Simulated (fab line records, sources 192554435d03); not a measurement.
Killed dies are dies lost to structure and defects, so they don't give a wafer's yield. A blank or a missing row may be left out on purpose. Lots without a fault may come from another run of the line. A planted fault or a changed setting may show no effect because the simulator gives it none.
Which tool did it? | flow n5_finfet | 11 lots, 33 wafers sampled, at 4 steps of a route of 1938

WHAT THE GAUGES READ, wafer by wafer
N5_BEOL_M14_CD_MEAS_28: target cd 284.4 nm. Usual: cd_nm 285.2 nm, standard deviation 2.1.
lot  | measured     | on        | cd_nm (nm)        | flag
L234 | day 10 15:14 | cd_sem-01 | 285.7 285.6 283.6 |
L237 | day 11 07:19 | cd_sem-02 | 280.7 287.1 289.7 |
L238 | day 11 19:17 | cd_sem-02 | 285.6 285.8 285.9 |
L236 | day 11 19:48 | cd_sem-01 | 288.1 282.9 284.3 |
L240 | day 12 00:58 | cd_sem-01 | 280.5 284.7 280.7 |
L246 | day 13 14:29 | cd_sem-03 | 283.2 288.1 290.9 |
L249 | day 14 06:33 | cd_sem-01 | 282.8 287.2 284.0 |
L250 | day 15 05:11 | cd_sem-01 | 285.4 284.5 286.2 |
L252 | day 15 17:04 | cd_sem-03 | 284.7 289.6 286.8 |
L254 | day 15 23:22 | cd_sem-01 | 284.5 284.9 286.0 |
L256 | day 16 19:46 | cd_sem-01 | 285.2 287.6 283.5 |

WHICH TOOL RAN EACH LOT (tool, then ch and the chambers of the sampled wafers, then the start)
lot  | N5_BEOL_M14_STRIP_63                          | N5_BEOL_M14_STRIP_64                          | N5_BEOL_M14_COAT_65
L234 | rie_diel-04 ch 1,3, day 10 14:57 or earlier   | rie_diel-04 ch 1,3, day 10 14:57 or earlier   | litho_track-05 ch 0, day 10 14:57
L237 | rie_diel-04 ch 1,3, day 11 07:02 or earlier   | rie_diel-04 ch 1,3, day 11 07:02 or earlier   | litho_track-05 ch 0, day 11 07:02
L238 | rie_diel-05 ch 0,2, day 11 19:00 or earlier   | rie_diel-05 ch 0,2, day 11 19:00 or earlier   | litho_track-03 ch 0, day 11 19:00
L236 | rie_diel-04 ch 1,2, day 11 19:31 or earlier   | rie_diel-04 ch 1,2, day 11 19:31 or earlier   | litho_track-01 ch 0, day 11 19:31
L240 | rie_diel-01 ch 0,2, day 12 00:37 or earlier   | rie_diel-01 ch 0,2, day 12 00:37 or earlier   | litho_track-03 ch 0, day 12 00:37
L246 | rie_diel-05 ch 0,1,3, day 13 14:11 or earlier | rie_diel-05 ch 0,1,3, day 13 14:11 or earlier | litho_track-01 ch 0, day 13 14:11
L249 | rie_diel-05 ch 0,3, day 14 06:08 or earlier   | rie_diel-05 ch 0,3, day 14 06:08 or earlier   | litho_track-01 ch 0, day 14 06:08
L250 | rie_diel-01 ch 0,1, day 15 04:47 or earlier   | rie_diel-01 ch 0,1, day 15 04:47 or earlier   | litho_track-03 ch 0, day 15 04:47
L252 | rie_diel-01 ch 0,2, day 15 16:39 or earlier   | rie_diel-01 ch 0,2, day 15 16:39 or earlier   | litho_track-03 ch 0, day 15 16:39
L254 | rie_diel-04 ch 0,1, day 15 23:04 or earlier   | rie_diel-04 ch 0,1, day 15 23:04 or earlier   | litho_track-03 ch 0, day 15 23:04
L256 | rie_diel-05 ch 0,1,2, day 16 19:28 or earlier | rie_diel-05 ch 0,1,2, day 16 19:28 or earlier | litho_track-01 ch 0, day 16 19:28
- N5_BEOL_M14_STRIP_63: strips in O2.
- N5_BEOL_M14_STRIP_64: strips in O2.
- N5_BEOL_M14_COAT_65: time 60 s, resist thk 450 nm.

WHAT THE TOOLS THEMSELVES READ (means of the sampled wafers that have a number; where no wafer has one, the mark that the record gives instead)
N5_BEOL_M14_STRIP_63. Usual: drypump_motor_current_A 5.4 A, standard deviation 0.58; oes_product_au 0.80 a.u., standard deviation 0.092; rf_vpp_V 3.7 V, standard deviation 0.92; showerhead_plenum_p_Torr 2.06 Torr, standard deviation 0.075; throttle_valve_pct 16.57 %, standard deviation 0.23.
lot  | tool        | drypump_motor_current_A (A) | oes_product_au (a.u.) | rf_vpp_V (V) | showerhead_plenum_p_Torr (Torr) | throttle_valve_pct (%) | flag
L234 | rie_diel-04 | 5.1                         | 0.76                  | 3.8          | 2.18                            | 16.80                  |
L237 | rie_diel-04 | 5.2                         | 0.83                  | 3.6          | 2.21                            | 16.62                  |
L238 | rie_diel-05 | 5.7                         | 0.84                  | 3.3          | 2.06                            | 16.27                  |
L236 | rie_diel-04 | 5.3                         | 0.76                  | 3.2          | 2.10                            | 16.64                  |
L240 | rie_diel-01 | 5.4                         | 0.89                  | 3.2          | 2.04                            | 16.45                  |
L246 | rie_diel-05 | 5.7                         | 0.75                  | 3.2          | 2.01                            | 16.64                  |
L249 | rie_diel-05 | 5.2                         | 0.74                  | 3.1          | 2.01                            | 16.73                  |
L250 | rie_diel-01 | 4.8                         | 0.94                  | 3.2          | 2.10                            | 16.44                  |
L252 | rie_diel-01 | 5.8                         | 0.86                  | 3.7          | 2.03                            | 16.47                  |
L254 | rie_diel-04 | 5.4                         | 0.85                  | 3.2          | 2.08                            | 16.61                  |
L256 | rie_diel-05 | 5.8                         | 0.75                  | 3.6          | 2.04                            | 16.51                  |

N5_BEOL_M14_STRIP_64. Usual: drypump_motor_current_A 5.4 A, standard deviation 0.58; oes_product_au 0.80 a.u., standard deviation 0.093; rf_vpp_V 3.7 V, standard deviation 0.51; showerhead_plenum_p_Torr 2.06 Torr, standard deviation 0.075; throttle_valve_pct 16.57 %, standard deviation 0.23.
lot  | tool        | drypump_motor_current_A (A) | oes_product_au (a.u.) | rf_vpp_V (V) | showerhead_plenum_p_Torr (Torr) | throttle_valve_pct (%) | flag
L234 | rie_diel-04 | 5.0                         | 0.75                  | 3.6          | 2.18                            | 16.77                  |
L237 | rie_diel-04 | 5.2                         | 0.82                  | 3.9          | 2.21                            | 16.63                  |
L238 | rie_diel-05 | 5.7                         | 0.85                  | 3.5          | 2.06                            | 16.27                  |
L236 | rie_diel-04 | 5.3                         | 0.76                  | 3.8          | 2.10                            | 16.65                  |
L240 | rie_diel-01 | 5.4                         | 0.90                  | 3.6          | 2.04                            | 16.45                  |
L246 | rie_diel-05 | 5.8                         | 0.75                  | 3.6          | 2.01                            | 16.64                  |
L249 | rie_diel-05 | 5.2                         | 0.75                  | 3.7          | 2.01                            | 16.72                  |
L250 | rie_diel-01 | 4.8                         | 0.95                  | 3.5          | 2.10                            | 16.43                  |
L252 | rie_diel-01 | 5.8                         | 0.86                  | 3.7          | 2.02                            | 16.48                  |
L254 | rie_diel-04 | 5.4                         | 0.84                  | 3.8          | 2.08                            | 16.60                  |
L256 | rie_diel-05 | 5.8                         | 0.75                  | 3.6          | 2.04                            | 16.51                  |

N5_BEOL_M14_COAT_65. Usual: exhaust_pa 45.0 Pa, standard deviation 0.73; spin_speed_rpm 1500.2 rpm, standard deviation 1.2.
lot  | tool           | exhaust_pa (Pa) | spin_speed_rpm (rpm) | flag
L234 | litho_track-05 | 45.3            | 1500.4               |
L237 | litho_track-05 | 44.7            | 1501.2               |
L238 | litho_track-03 | 45.1            | 1499.7               |
L236 | litho_track-01 | 45.1            | 1500.6               |
L240 | litho_track-03 | 45.0            | 1500.6               |
L246 | litho_track-01 | 44.4            | 1499.9               |
L249 | litho_track-01 | 45.9            | 1499.5               |
L250 | litho_track-03 | 44.2            | 1500.6               |
L252 | litho_track-03 | 45.1            | 1381.1               | OFF
L254 | litho_track-03 | 44.8            | 1381.9               | OFF
L256 | litho_track-01 | 45.9            | 1501.7               |

THE ANSWER, worked out from the rows above alone
Rule: a lot is off if the mean of its wafers that have a number lies more than 3 standard deviations from the usual mean. A lot without any number at a reading at which 4 lots or more have one is off too. The other lots that the step has rows for count as sound. The gauges are gone through in route order, then the tools' own readings, and for those a lot's mean is taken as printed above. The first step at which some lot is off is used, and at that step the reading that is off furthest; a lot without a number counts as furthest.
Off: L252, L254, at N5_BEOL_M14_COAT_65 (spin_speed_rpm).
A tool fits if, at that step or a process step before it, it ran every lot that is off, and no sound lot after the first of them. N5_BEOL_M14_STRIP_63 gives no start for some lots, so the hours and the order of its lots are those of N5_BEOL_M14_COAT_65. N5_BEOL_M14_STRIP_64 gives no start for some lots, so the hours and the order of its lots are those of N5_BEOL_M14_COAT_65. One fits: litho_track-03 at N5_BEOL_M14_COAT_65. Its last sound lot is L250 (day 15 04:47), its first lot that is off L252 (day 15 16:39): a fault that began between those two fits.
The tool's own readings at N5_BEOL_M14_COAT_65 bear it out: on the lots that are off they differ by more than 5 times the standard deviation of the sound lots' means. spin_speed_rpm reads 1381.5 rpm there against 1500.5 rpm on the sound lots.

WHAT THE SIMULATOR HAD PUT IN
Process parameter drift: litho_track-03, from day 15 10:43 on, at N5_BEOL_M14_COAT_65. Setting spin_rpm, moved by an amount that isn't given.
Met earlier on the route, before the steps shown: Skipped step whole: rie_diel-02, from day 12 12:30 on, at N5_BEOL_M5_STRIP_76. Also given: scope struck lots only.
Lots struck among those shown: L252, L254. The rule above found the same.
